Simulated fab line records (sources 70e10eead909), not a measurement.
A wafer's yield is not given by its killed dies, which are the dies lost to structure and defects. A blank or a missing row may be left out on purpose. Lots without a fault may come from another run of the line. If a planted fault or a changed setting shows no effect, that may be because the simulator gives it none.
What tool caused it? :: flow nand_harc :: 33 wafers from 11 lots sampled at 5 of the route's 1302 steps

## WHAT THE GAUGES SHOWED, per wafer
NHARC_END_SORT_01.
lot: L469
measured: day 26 00:58
on: prober-02
killed_at_array: 38 43 42

lot: L477
measured: day 29 08:16
on: prober-01
killed_at_array: 68 81 67

lot: L478
measured: day 29 08:14
on: prober-02
killed_at_array: 38 44 30

## EACH LOT AND THE TOOL THAT RAN IT (in order: tool; ch and the chambers of the sampled wafers; start)
lot: L467
NHARC_A_CHANNEL_HOLE_D1_ETCH_26: har_etch-02 ch 1, day 9 10:21
NHARC_A_CHANNEL_HOLE_D1_ETCH_44: rie_diel-01 ch 0,2,3, day 9 11:16
NHARC_A_CHANNEL_FILL_D1_ETCHBACK_19: rie_si-05 ch 0,2, day 10 14:09
NHARC_A_CHANNEL_FILL_D1_STRIP_29: rie_diel-07 ch 0,1,3, day 11 07:46

lot: L469
NHARC_A_CHANNEL_HOLE_D1_ETCH_26: har_etch-01 ch 0,1, day 10 03:17
NHARC_A_CHANNEL_HOLE_D1_ETCH_44: rie_diel-06 ch 0,1, day 10 04:18
NHARC_A_CHANNEL_FILL_D1_ETCHBACK_19: rie_si-05 ch 0,1,2, day 11 09:18
NHARC_A_CHANNEL_FILL_D1_STRIP_29: rie_diel-07 ch 0,3, day 12 03:01

lot: L468
NHARC_A_CHANNEL_HOLE_D1_ETCH_26: har_etch-02 ch 0,1, day 10 07:25
NHARC_A_CHANNEL_HOLE_D1_ETCH_44: rie_diel-10 ch 0,2,3, day 10 08:22
NHARC_A_CHANNEL_FILL_D1_ETCHBACK_19: rie_si-02 ch 0,1,3, day 11 09:19
NHARC_A_CHANNEL_FILL_D1_STRIP_29: rie_diel-03 ch 0,1,2, day 12 03:39

lot: L477
NHARC_A_CHANNEL_HOLE_D1_ETCH_26: har_etch-02 ch 0,1, day 13 16:41
NHARC_A_CHANNEL_HOLE_D1_ETCH_44: rie_diel-10 ch 0,2, day 13 17:38
NHARC_A_CHANNEL_FILL_D1_ETCHBACK_19: rie_si-04 ch 1,3, day 14 19:54
NHARC_A_CHANNEL_FILL_D1_STRIP_29: rie_diel-07 ch 2,3, day 15 13:50

lot: L478
NHARC_A_CHANNEL_HOLE_D1_ETCH_26: har_etch-01 ch 0,1, day 13 20:57
NHARC_A_CHANNEL_HOLE_D1_ETCH_44: rie_diel-01 ch 0,2,3, day 13 21:56
NHARC_A_CHANNEL_FILL_D1_ETCHBACK_19: rie_si-02 ch 0,1,2, day 14 23:14
NHARC_A_CHANNEL_FILL_D1_STRIP_29: rie_diel-07 ch 0,2,3, day 15 16:56

lot: L480
NHARC_A_CHANNEL_HOLE_D1_ETCH_26: har_etch-02 ch 0,1, day 15 00:35
NHARC_A_CHANNEL_HOLE_D1_ETCH_44: rie_diel-10 ch 0,2,3, day 15 01:35
NHARC_A_CHANNEL_FILL_D1_ETCHBACK_19: rie_si-04 ch 0,1,3, day 16 03:38
NHARC_A_CHANNEL_FILL_D1_STRIP_29: rie_diel-07 ch 0,1,3, day 16 21:28

lot: L482
NHARC_A_CHANNEL_HOLE_D1_ETCH_26: har_etch-01 ch 0,1, day 16 07:43
NHARC_A_CHANNEL_HOLE_D1_ETCH_44: rie_diel-10 ch 1,3, day 16 08:36
NHARC_A_CHANNEL_FILL_D1_ETCHBACK_19: rie_si-04 ch 0,2,3, day 17 09:48
NHARC_A_CHANNEL_FILL_D1_STRIP_29: rie_diel-13 ch 0,2,3, day 18 06:08

lot: L483
NHARC_A_CHANNEL_HOLE_D1_ETCH_26: har_etch-02 ch 0,1, day 16 10:19
NHARC_A_CHANNEL_HOLE_D1_ETCH_44: rie_diel-10 ch 0,1,2, day 16 11:15
NHARC_A_CHANNEL_FILL_D1_ETCHBACK_19: rie_si-02 ch 0,1,2, day 17 09:47
NHARC_A_CHANNEL_FILL_D1_STRIP_29: rie_diel-03 ch 2,3, day 18 06:01

lot: L485
NHARC_A_CHANNEL_HOLE_D1_ETCH_26: har_etch-01 ch 0,1, day 17 12:09
NHARC_A_CHANNEL_HOLE_D1_ETCH_44: rie_diel-10 ch 0,1,3, day 17 13:16
NHARC_A_CHANNEL_FILL_D1_ETCHBACK_19: rie_si-04 ch 0,1,2, day 18 17:20
NHARC_A_CHANNEL_FILL_D1_STRIP_29: rie_diel-07 ch 0,1,2, day 19 11:00

lot: L487
NHARC_A_CHANNEL_HOLE_D1_ETCH_26: har_etch-02 ch 0,1, day 17 18:07
NHARC_A_CHANNEL_HOLE_D1_ETCH_44: rie_diel-10 ch 0,1,2, day 17 18:59
NHARC_A_CHANNEL_FILL_D1_ETCHBACK_19: rie_si-05 ch 0,1, day 18 17:20
NHARC_A_CHANNEL_FILL_D1_STRIP_29: rie_diel-13 ch 1,2, day 19 11:10

lot: L488
NHARC_A_CHANNEL_HOLE_D1_ETCH_26: har_etch-02 ch 0,1, day 18 02:25
NHARC_A_CHANNEL_HOLE_D1_ETCH_44: rie_diel-10 ch 0,1,2, day 18 03:19
NHARC_A_CHANNEL_FILL_D1_ETCHBACK_19: rie_si-02 ch 0,1,3, day 19 04:42
NHARC_A_CHANNEL_FILL_D1_STRIP_29: rie_diel-03 ch 0,2,3, day 19 22:36
- NHARC_A_CHANNEL_HOLE_D1_ETCH_26: etches the open film in C4F8/O2/Ar, time 224.1 s, target depth 300 nm.
- NHARC_A_CHANNEL_HOLE_D1_ETCH_44: etches the open film in CF4/O2, target depth 140 nm, overetch 14 nm, time 77 s.
- NHARC_A_CHANNEL_FILL_D1_ETCHBACK_19: etches the open film in HBr/Cl2, target depth 5 nm, time 1.7 s.
- NHARC_A_CHANNEL_FILL_D1_STRIP_29: strips in O2, time 20 s.

## THE ANSWER, worked out from the rows above alone
Rule: the usual values come from the lots themselves. Put in order of their means at a reading, lots are off if they are a third of the lots or fewer, leave a main group of 4 or more, and stand apart from it by a gap of 3 or more times the standard deviation of the main group's means; of several such gaps the widest counts. Not used: any main group whose means are identical at the precision the tables above print for the reading. A lot without any number at a reading at which 4 lots or more have one is off too. Where the step has rows for the other lots, those lots are counted as sound.
Across all readings shown, no lot is off: no conclusion can be drawn from this.

## WHAT HAD BEEN PUT IN BY THE SIMULATOR
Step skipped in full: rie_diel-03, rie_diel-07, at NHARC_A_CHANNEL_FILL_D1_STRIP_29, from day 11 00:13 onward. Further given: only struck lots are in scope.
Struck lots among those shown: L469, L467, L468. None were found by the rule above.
